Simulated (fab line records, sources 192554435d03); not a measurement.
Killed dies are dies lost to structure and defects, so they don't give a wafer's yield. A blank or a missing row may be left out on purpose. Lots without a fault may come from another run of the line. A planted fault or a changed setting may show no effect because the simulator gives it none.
Split-lot experiment | flow n5_finfet | 7 lots, 21 wafers read, on a route of 1938 steps

THE SPLIT
At N5_BEOL_M5_EXPOSE_08 (exposes mask M5, target cd 28 nm), the setting dose_mj was moved away from the recipe's 35.75 on 7 of the 21 wafers read, by -4.5% to +7.0%. The other wafers ran this setting at the recipe's value.

FROM THE SPLIT TO THE READING: what the file shows between them, 2 steps
- N5_BEOL_M5_PEB_09: peb time 60 s
- N5_BEOL_M5_DEVELOP_10: develop time 30 s

THE READING
cd_nm, in nm, at N5_BEOL_M5_CD_MEAS_11 (target cd 27.74 nm). Fault-free wafers of this fab line usually give 27.89 nm, standard deviation 0.27 nm.

wafer  | tool, chamber at the split | dose_mj as run | against the recipe | cd_nm, nm | against lot-mates on the recipe
L075.1 | euv_scanner-02, 0          | 37.7           | +5.5%              | 29.10     | +1.74
L075.4 | euv_scanner-02, 0          | 37.7           | +5.5%              | 28.81     | +1.45
L075.6 | euv_scanner-02, 0          | 35.75          | recipe             | 27.36     | -
L076.1 | euv_scanner-01, 0          | 35.75          | recipe             | 28.09     | -
L076.4 | euv_scanner-01, 0          | 35.75          | recipe             | 27.81     | -
L076.6 | euv_scanner-01, 0          | 34.15          | -4.5%              | 26.56     | -1.39
L078.1 | euv_scanner-01, 0          | 35.75          | recipe             | 28.08     | -
L078.2 | euv_scanner-01, 0          | 35.75          | recipe             | 28.22     | -
L078.6 | euv_scanner-01, 0          | 35.75          | recipe             | 27.92     | -
L085.1 | euv_scanner-01, 0          | 35.75          | recipe             | 27.80     | -
L085.4 | euv_scanner-01, 0          | 35.75          | recipe             | 27.59     | -
L085.5 | euv_scanner-01, 0          | 35.75          | recipe             | 27.30     | -
L089.3 | euv_scanner-02, 0          | 38.26          | +7.0%              | 29.36     | no lot-mate on the recipe
L089.5 | euv_scanner-02, 0          | 38.26          | +7.0%              | 29.26     | no lot-mate on the recipe
L089.6 | euv_scanner-02, 0          | 38.26          | +7.0%              | 29.27     | no lot-mate on the recipe
L093.4 | euv_scanner-02, 0          | 35.75          | recipe             | 27.74     | -
L093.5 | euv_scanner-02, 0          | 35.75          | recipe             | 27.55     | -
L093.6 | euv_scanner-02, 0          | 35.75          | recipe             | 27.81     | -
L097.3 | euv_scanner-01, 0          | 35.75          | recipe             | 27.96     | -
L097.5 | euv_scanner-01, 0          | 36.69          | +2.6%              | 28.79     | +0.74
L097.6 | euv_scanner-01, 0          | 35.75          | recipe             | 28.14     | -

THE FIT
A straight line over all 21 wafers: cd_nm changes by +0.223 nm for each +1% of dose_mj; r = +0.94; the points scatter about the line by 0.27 nm.
The same after taking each lot's own level away (the mean of its wafers on the recipe; 18 wafers): +0.297 nm for each +1%; r = +0.98; scatter 0.14 nm.
On that fit, the largest move of dose_mj shifts the reading by 2.1 nm.
The lots' own levels span 27.360 to 28.073 nm, that is 2.6 times the standard deviation above.
So the lot-to-lot level changes the slope: the two fits differ.
Check: with one of the wafers moved furthest among these (+5.5%) left out of the fit, the line predicts +1.54 nm for it against its lot-mates. It came out at +1.74 nm against them.

THE WHOLE CHAIN: every reading that the file lists as answering this split, in the file's order
step                  | what it does                                                          | reading                                                        | change (the file's fit)               | r (the file's)
N5_BEOL_M5_CD_MEAS_11 | target cd 27.74 nm                                                    | cd_nm                                                          | +0.297 nm for each +1% of the setting | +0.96
N5_BEOL_M5_DESCUM_16  | chemistry O2, time 7 s                                                | BEOL_M5.cd_nm (the simulator's own value, which no gauge read) | +0.22 nm for each +1% of the setting  | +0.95
N5_BEOL_M5_ETCH_72    | etches underlayer in N2/H2, target depth 6.5 nm, time 5.2 s           | BEOL_M5.cd_nm (the simulator's own value, which no gauge read) | +0.238 nm for each +1% of the setting | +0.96
N5_BEOL_M5_ETCH_61    | etches SiARC in CF4, target depth 15.6 nm, time 26 s                  | BEOL_M5.cd_nm (the simulator's own value, which no gauge read) | +0.257 nm for each +1% of the setting | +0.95
N5_BEOL_M5_ETCH_62    | etches SOC in N2/H2, target depth 75 nm, overetch 15 nm, time 112.5 s | BEOL_M5.cd_nm (the simulator's own value, which no gauge read) | +0.273 nm for each +1% of the setting | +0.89
N5_BEOL_M5_ETCH_75    | etches underlayer in N2/H2, target depth 6.5 nm, time 5.2 s           | BEOL_M5.cd_nm (the simulator's own value, which no gauge read) | +0.337 nm for each +1% of the setting | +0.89
N5_BEOL_M5_ETCH_67    | etches SiARC in CF4, target depth 15.6 nm, time 26 s                  | BEOL_M5.cd_nm (the simulator's own value, which no gauge read) | +0.353 nm for each +1% of the setting | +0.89
N5_BEOL_M5_ETCH_68    | etches SOC in N2/H2, target depth 80 nm, overetch 16 nm, time 120 s   | BEOL_M5.cd_nm (the simulator's own value, which no gauge read) | +0.365 nm for each +1% of the setting | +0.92

THE FILE'S OWN FIT
cd_nm changes by +0.297 nm for each +1% of dose_mj, r = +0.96.
